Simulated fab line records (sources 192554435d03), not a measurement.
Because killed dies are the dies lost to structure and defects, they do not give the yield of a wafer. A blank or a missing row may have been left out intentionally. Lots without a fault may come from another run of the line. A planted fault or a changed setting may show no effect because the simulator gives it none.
One fault seen from 3 desks :: flow n5_finfet :: each desk holds nothing but its own numbers, with what lay behind them at the end

== FROM THE METROLOGY DESK ==
What the gauges read, lot by lot, whatever tool the lot ran on: means of the sampled wafers that have a number. The brackets show how far a lot's mean lies from the usual mean; more than 4 standard deviations puts the lot out of limits, marked OUT. It has 10 readings; the 7 that lie furthest out on some lot are the ones shown.
Columns: A = DIBL_N at N5_BEOL_M4_RC_MEAS_101, usual 37.5 mV/V; B = DIBL_P at N5_BEOL_M4_RC_MEAS_101, usual 37.3 mV/V; C = IOFF_N at N5_BEOL_M4_RC_MEAS_101, usual 0.18 nA/um; D = IOFF_P at N5_BEOL_M4_RC_MEAS_101, usual 0.23 nA/um; E = SS_P at N5_BEOL_M4_RC_MEAS_101, usual 73.5 mV/dec; F = VT_N at N5_BEOL_M4_RC_MEAS_101, usual 249 mV; G = VT_P at N5_BEOL_M4_RC_MEAS_101, usual -249 mV
lot: L190
first seen here: day 10 11:35
A: 36.9
B: 34.9
C: 0.16
D: 0.22
E: 73.1
F: 250
G: -247

lot: L194
first seen here: day 12 03:19
A: 37.7
B: 37.2
C: 0.19
D: 0.28
E: 73.7
F: 247
G: -245

lot: L200
first seen here: day 13 10:23
A: 37.6
B: 36.6
C: 0.20
D: 0.25
E: 73.3
F: 248
G: -248

lot: L201
first seen here: day 13 12:14
A: 35.5
B: 35.8
C: 0.14
D: 0.19
E: 72.5
F: 254
G: -251
This desk's verdict: no lot among the 4 shows anything out of limits.

== AT THE TOOL OWNER'S DESK: plasma_asher-01 ==
The tool's own readings at N5_MOL_CONTACT_COAG_STRIP_119 (strips in N2/H2, time 30 s): means of the sampled wafers that have a number, for each lot that ran on this tool. The brackets show how far a lot's mean lies from the usual mean; more than 4 standard deviations puts the lot out of limits, marked OUT.
Columns: A = drypump_motor_current_A at N5_MOL_CONTACT_COAG_STRIP_119, usual 5.49 A; B = heater_power_w at N5_MOL_CONTACT_COAG_STRIP_119, usual 308 W
lot: L190
first seen here: day 8 01:44
A: 5.61
B: 286

lot: L200
first seen here: day 10 11:41
A: 5.61
B: 287

lot: L201
first seen here: day 10 16:24
A: 5.59
B: 290
This desk's verdict: no lot among the 3 shows anything out of limits.

== THE DEFECT DESK ==
What the inspections along the route counted, lot by lot: means of the sampled wafers that have a number. The brackets show how far a lot's mean lies from the usual mean; more than 4 standard deviations puts the lot out of limits, marked OUT.
Columns: A = raw_defect_count at N5_MOL_CONTACT_COAG_INSPECT_42, usual 206
lot: L190
first seen here: day 8 02:25
A: 218

lot: L194
first seen here: day 8 23:13
A: 287

lot: L200
first seen here: day 10 12:23
A: 366

lot: L201
first seen here: day 10 17:05
A: 402
This desk's verdict: no lot among the 4 shows anything out of limits.

== TAKEN TOGETHER ==
The metrology desk saw nothing out of limits.
The desk of the tool owner found nothing out of limits.
The defect desk saw nothing out of limits.

== WHAT THE SIMULATOR HAD INSERTED ==
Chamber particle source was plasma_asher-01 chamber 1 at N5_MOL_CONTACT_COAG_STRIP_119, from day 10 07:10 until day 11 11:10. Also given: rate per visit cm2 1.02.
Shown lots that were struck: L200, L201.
